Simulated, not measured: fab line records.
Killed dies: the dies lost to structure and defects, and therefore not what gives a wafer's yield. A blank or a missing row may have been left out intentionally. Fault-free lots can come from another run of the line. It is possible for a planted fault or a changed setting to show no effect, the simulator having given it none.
Chamber matching	flow nand harc	3 sister chambers for NHARC_A_M0_DEP_32 on pecvd-04
The step deposits SiCN, target thk 30 nm. 6 wafers are shown with their chamber, then 7 later ones without.

## WAFERS PAIRED WITH THEIR CHAMBERS
wafer	chamber	heater power w (W)
L424.2	1	742
L424.4	2	597
L429.1	1	689
L429.5	0	595
L430.1	0	575
L430.3	2	652

## WAFERS WHOSE CHAMBER IS MISSING
wafer	heater power w (W)
L430.6	670
L437.1	632
L437.4	623
L437.5	667
L439.1	592
L439.3	612
L439.4	606

## WHICH CHAMBER EACH WENT THROUGH
wafer	from the rows above	in truth
L430.6	can't be placed: 1 or 2 or 0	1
L437.1	can't be placed: 2 or 0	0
L437.4	can't be placed: 2 or 0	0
L437.5	can't be placed: 2 or 1 or 0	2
L439.1	can't be placed: 0 or 2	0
L439.3	can't be placed: 2 or 0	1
L439.4	can't be placed: 2 or 0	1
Correct placement for 0 of the 7. Unplaceable from these rows: 7, with the true chamber sitting among the candidates in 5. Number placed wrongly: 0.
How it was worked out, from the rows above alone: a wafer's distance from a chamber is the root of the sum, over the readings, of the square of ((its reading less the chamber's mean) divided by the reading's scatter). The wafer belongs to the nearest chamber; if the next one is less than 2 further off, it can't be placed. Each chamber's mean is taken over the wafers shown for it. The scatter: take each reading less its chamber's mean, square it, sum over the shown wafers, divide by the number of wafers less the number of chambers, and take the root.
